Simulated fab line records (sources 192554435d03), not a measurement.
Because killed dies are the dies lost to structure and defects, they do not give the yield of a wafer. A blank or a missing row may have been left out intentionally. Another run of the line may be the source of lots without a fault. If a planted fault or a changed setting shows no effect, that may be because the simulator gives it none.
Matching of chambers | flow n5-finfet | N5_BEOL_M8_ETCH_61 on rie-diel-06: 4 sister chambers
The step etches SiARC in CF4, target depth 45.5 nm, time 75.8 s. 8 wafers are shown with their chamber, then 12 later ones without.

## WAFERS PAIRED WITH THEIR CHAMBERS
wafer  | chamber | drypump-motor-current-A (A) | showerhead-plenum-p-Torr (Torr)
L079.5 | 3       | 5.0                         | 2.11
L080.1 | 0       | 5.8                         | 2.11
L080.4 | 3       | 5.0                         | 2.11
L080.6 | 0       | 5.8                         | 2.12
L089.5 | 2       | 6.0                         | 2.08
L090.2 | 1       | 5.3                         | 2.17
L090.5 | 2       | 6.1                         | 2.07
L090.6 | 1       | 5.3                         | 2.17

## WAFERS WITH NO CHAMBER GIVEN
wafer  | drypump-motor-current-A (A) | showerhead-plenum-p-Torr (Torr)
L094.1 | 5.3                         | 2.17
L094.2 | 6.1                         | 2.07
L094.6 | 5.3                         | 2.17
L093.3 | 5.3                         | 2.17
L093.4 | 6.1                         | 2.07
L093.6 | 5.8                         | 2.10
L097.1 | 5.0                         | 2.10
L097.2 | 5.8                         | 2.10
L097.5 | 5.0                         | 2.10
L096.2 | 5.3                         | 2.17
L096.4 | 5.8                         | 2.10
L096.5 | 5.0                         | 2.10

## WHICH CHAMBER EACH ONE RAN IN
wafer  | from the rows above | in truth
L094.1 | 1                   | 1
L094.2 | 2                   | 2
L094.6 | 1                   | 1
L093.3 | 1                   | 1
L093.4 | 2                   | 2
L093.6 | 0                   | 0
L097.1 | 3                   | 3
L097.2 | 0                   | 0
L097.5 | 3                   | 3
L096.2 | 1                   | 1
L096.4 | 0                   | 0
L096.5 | 3                   | 3
Correctly placed: 12 of 12. Can't be placed from these rows: 0. Number placed wrongly: 0.
How it was worked out, from the rows above alone: a wafer's distance from a chamber is the root of the sum, over the readings, of the square of ((its reading less the chamber's mean) divided by the reading's scatter). The wafer belongs to the nearest chamber; if the next one is less than 2 further off, it can't be placed. The mean given for a chamber averages the wafers shown for that chamber. How the scatter is found: for the shown wafers, subtract from each reading the mean of its chamber, square and add these, divide the total by (wafers less chambers), then take the root.
